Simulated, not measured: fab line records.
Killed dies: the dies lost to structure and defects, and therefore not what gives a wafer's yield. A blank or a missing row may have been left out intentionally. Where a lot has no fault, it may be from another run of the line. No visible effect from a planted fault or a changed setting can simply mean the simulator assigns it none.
Which tool is to blame?    flow nandHarc    24 lots, 72 wafers sampled, at 4 steps of a route of 1159

## WHAT EACH GAUGE READ, for each wafer
NHARC_P_CONTACT_INSPECT_14.
lot   measured      on                rawDefectCount
L074  day 5 14:35   defectInspect-02  2 3 7
L075  day 5 20:25   defectInspect-02  3 1 3
L076  day 6 00:38   defectInspect-02  1 5 4
L077  day 6 01:07   defectInspect-02  1 2 2
L078  day 6 11:00   defectInspect-01  1 3 1
L080  day 7 01:12   defectInspect-01  3 5 3
L079  day 7 02:58   defectInspect-02  1 4 2
L081  day 7 11:44   defectInspect-01  2 1 3
L082  day 7 18:08   defectInspect-02  3 6 9
L083  day 7 18:43   defectInspect-02  3 3 1
L084  day 7 18:58   defectInspect-02  4 3 3
L087  day 8 16:59   defectInspect-01  3 3 2
L085  day 8 17:25   defectInspect-01  3 3 4
L086  day 8 18:08   defectInspect-01  7 4 4
L089  day 9 06:12   defectInspect-02  6 8 6
L088  day 9 07:03   defectInspect-02  4 1 2
L090  day 9 23:09   defectInspect-02  1 2 8
L092  day 10 02:14  defectInspect-02  2 2 4
L091  day 10 02:21  defectInspect-01  8 8 7
L093  day 10 10:39  defectInspect-02  3 5 3
L094  day 10 11:00  defectInspect-02  5 1 3
L095  day 10 17:19  defectInspect-02  3 0 5
L097  day 11 04:34  defectInspect-01  5 3 3
L096  day 11 04:58  defectInspect-02  4 6 3

NHARC_P_M0_CD_MEAS_16.
lot   measured      on        cdNm (nm)
L074  day 5 19:10   cdSem-02  89.3 89.4 88.5
L075  day 6 06:43   cdSem-01  90.1 90.2 89.9
L076  day 6 09:58   cdSem-01  89.3 89.5 91.3
L077  day 6 14:52   cdSem-03  88.4 89.5 89.2
L078  day 6 17:01   cdSem-01  89.7 88.9 89.9
L080  day 7 08:49   cdSem-02  90.0 90.4 89.1
L079  day 7 09:13   cdSem-02  88.4 87.9 88.8
L081  day 7 19:00   cdSem-01  90.2 89.9 89.8
L082  day 7 22:42   cdSem-03  89.3 89.3 90.0
L083  day 8 03:13   cdSem-01  88.9 89.2 90.8
L084  day 8 03:40   cdSem-02  91.0 90.9 90.0
L087  day 8 23:52   cdSem-01  90.2 89.7 90.2
L085  day 9 01:17   cdSem-01  90.4 91.4 89.9
L086  day 9 01:37   cdSem-02  88.7 89.4 90.2
L089  day 9 11:43   cdSem-01  89.3 89.0 90.2
L088  day 9 16:32   cdSem-01  91.3 90.8 90.9
L090  day 10 03:43  cdSem-03  89.8 90.4 89.7
L092  day 10 07:43  cdSem-02  90.3 89.6 90.6
L091  day 10 08:23  cdSem-03  88.3 90.0 90.0
L093  day 10 18:22  cdSem-01  89.4 89.5 89.9
L094  day 10 18:56  cdSem-03  89.8 90.7 88.7
L095  day 10 21:49  cdSem-01  89.3 89.4 88.8
L097  day 11 12:45  cdSem-03  90.9 90.2 90.8
L096  day 11 13:56  cdSem-02  89.7 91.2 90.2

NHARC_P_M2_INSPECT_27.
lot   measured      on                rawDefectCount
L074  day 6 05:56   defectInspect-02  241 278 438
L075  day 6 17:10   defectInspect-01  243 391 305
L076  day 6 20:25   defectInspect-02  364 443 301
L077  day 7 01:23   defectInspect-01  301 165 225
L078  day 7 03:53   defectInspect-02  206 222 205
L080  day 7 19:32   defectInspect-02  151 217 165
L079  day 7 20:11   defectInspect-01  173 239 271
L081  day 8 05:45   defectInspect-02  177 208 258
L082  day 8 09:19   defectInspect-02  506 336 314
L083  day 8 13:48   defectInspect-02  483 392 266
L084  day 8 14:17   defectInspect-02  303 235 132
L087  day 9 10:44   defectInspect-01  333 617 425
L085  day 9 11:48   defectInspect-01  294 222 288
L086  day 9 12:40   defectInspect-01  304 351 311
L089  day 9 22:23   defectInspect-02  232 249 292
L088  day 10 03:17  defectInspect-02  286 260 275
L090  day 10 14:31  defectInspect-01  293 284 215
L092  day 10 18:34  defectInspect-01  297 333 284
L091  day 10 19:04  defectInspect-02  295 342 493
L093  day 11 04:56  defectInspect-01  256 215 181
L094  day 11 06:06  defectInspect-01  345 446 254
L095  day 11 08:22  defectInspect-02  203 238 169
L097  day 11 23:20  defectInspect-02  637 338 474
L096  day 12 00:41  defectInspect-01  298 245 302

## EACH LOT AND THE TOOL THAT RAN IT (in order: tool; ch and the chambers of the sampled wafers; start)
lot   NHARC_P_CONTACT_CVD_23
L074  cvdW-02 ch 0,1, day 5 19:10 or earlier
L075  cvdW-01 ch 0,1, day 6 06:43 or earlier
L076  cvdW-01 ch 0,1, day 6 09:58 or earlier
L077  cvdW-01 ch 0,1, day 6 14:52 or earlier
L078  cvdW-02 ch 0,1, day 6 17:01 or earlier
L080  cvdW-02 ch 0,1, day 7 08:49 or earlier
L079  cvdW-02 ch 0, day 7 09:13 or earlier
L081  cvdW-02 ch 0,1, day 7 19:00 or earlier
L082  cvdW-01 ch 0,1, day 7 22:42 or earlier
L083  cvdW-02 ch 0,1, day 8 03:13 or earlier
L084  cvdW-02 ch 0,1, day 8 03:40 or earlier
L087  cvdW-01 ch 0,1, day 8 23:52 or earlier
L085  cvdW-01 ch 1, day 9 01:17 or earlier
L086  cvdW-02 ch 0,1, day 9 01:37 or earlier
L089  cvdW-01 ch 0,1, day 9 11:43 or earlier
L088  cvdW-01 ch 0,1, day 9 16:32 or earlier
L090  cvdW-02 ch 0,1, day 10 03:43 or earlier
L092  cvdW-01 ch 0,1, day 10 07:43 or earlier
L091  cvdW-01 ch 0,1, day 10 08:23 or earlier
L093  cvdW-01 ch 0,1, day 10 18:22 or earlier
L094  cvdW-01 ch 0,1, day 10 18:56 or earlier
L095  cvdW-02 ch 0,1, day 10 21:49 or earlier
L097  cvdW-01 ch 1, day 11 12:45 or earlier
L096  cvdW-01 ch 0,1, day 11 13:56 or earlier
- NHARC_P_CONTACT_CVD_23: deposits W, target thk 200 nm, time 557 s.

## AS READ BY THE TOOLS THEMSELVES (means over the sampled wafers that have a number; for cases with no such wafer, the mark the record gives instead)
NHARC_P_CONTACT_CVD_23.
lot   tool     chamberPressureTorr (Torr)  heaterPowerW (W)  throttleValvePct (%)
L074  cvdW-02  40.00                       519               7.79
L075  cvdW-01  39.94                       495               7.51
L076  cvdW-01  40.05                       499               7.65
L077  cvdW-01  39.92                       498               7.71
L078  cvdW-02  40.08                       503               7.84
L080  cvdW-02  40.06                       507               8.04
L079  cvdW-02  40.00                       483               7.93
L081  cvdW-02  40.05                       506               7.77
L082  cvdW-01  40.05                       494               7.85
L083  cvdW-02  40.06                       503               7.89
L084  cvdW-02  39.96                       507               7.90
L087  cvdW-01  40.02                       509               7.89
L085  cvdW-01  40.08                       532               7.72
L086  cvdW-02  40.11                       507               8.02
L089  cvdW-01  40.05                       485               7.78
L088  cvdW-01  40.04                       495               7.68
L090  cvdW-02  39.94                       559               7.82
L092  cvdW-01  40.07                       494               7.76
L091  cvdW-01  40.01                       512               7.88
L093  cvdW-01  39.93                       501               7.71
L094  cvdW-01  39.97                       499               7.80
L095  cvdW-02  40.01                       557               7.98
L097  cvdW-01  39.92                       530               7.91
L096  cvdW-01  40.05                       515               7.84

## THE ANSWER, worked out from the rows above alone
Rule: what is usual is taken from the lots themselves. Put in order of their means at a reading, lots are off if they are a third of the lots or fewer, leave a main group of 4 or more, and stand apart from it by a gap of 3 or more times the standard deviation of the main group's means; of several such gaps the widest counts. Not used: any main group whose means are identical at the precision the tables above print for the reading. A lot without any number at a reading at which 4 lots or more have one is off too. All remaining lots with rows at the step are treated as sound. Order of review: gauges by route order, followed by the tools' own readings, for which a lot's mean as printed above is used. The first step at which some lot is off is used, and at that step the reading that is off furthest; a lot without a number counts as furthest.
No lot is off on any of the readings shown, so nothing can be concluded from this.

## WHAT THE SIMULATOR HAD INSERTED
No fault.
